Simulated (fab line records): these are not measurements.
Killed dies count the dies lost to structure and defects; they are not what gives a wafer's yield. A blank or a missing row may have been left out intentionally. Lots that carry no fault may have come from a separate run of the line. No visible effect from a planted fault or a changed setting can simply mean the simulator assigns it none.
Chamber matching    flow nand harc    ald hk-02 running NHARC_A_CHANNEL_FILL_D2_ALD_02: 4 sister chambers
The step deposits SiO2, target thk 6 nm, pulse time 10 s, ald cycles 60. 4 wafers are shown with their chamber, then 8 later ones without.

EACH WAFER AND ITS CHAMBER
wafer   chamber  heater power w (W)
L088.1  0        444
L088.4  1        446
L088.5  2        396
L091.2  3        451

WAFERS MISSING THEIR CHAMBER
wafer   heater power w (W)
L091.3  445
L091.6  455
L095.2  455
L095.3  403
L095.6  458
L096.2  406
L096.4  448
L096.5  405

THE CHAMBER EACH PASSED THROUGH
wafer   from the rows above           in truth
L091.3  can't be placed: 0 or 1 or 3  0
L091.6  can't be placed: 3 or 1 or 0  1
L095.2  can't be placed: 3 or 1 or 0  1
L095.3  2                             2
L095.6  can't be placed: 3 or 1 or 0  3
L096.2  2                             2
L096.4  can't be placed: 1 or 3 or 0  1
L096.5  2                             2
Correctly placed: 3 of 8. Not placeable from these rows: 5 (in 5, the candidates include the true chamber). Placed wrongly: 0.
How it was worked out, from the rows above alone: a wafer's distance from a chamber is the root of the sum, over the readings, of the square of ((its reading less the chamber's mean) divided by the reading's scatter). If the next closest chamber is less than 2 further off than the closest, the wafer can't be placed; otherwise it belongs to the closest. The mean given for a chamber averages the wafers shown for that chamber. The scatter (one wafer shown for each chamber): square how far every hidden wafer sits from the nearest shown wafer, average those squares and take the square root.
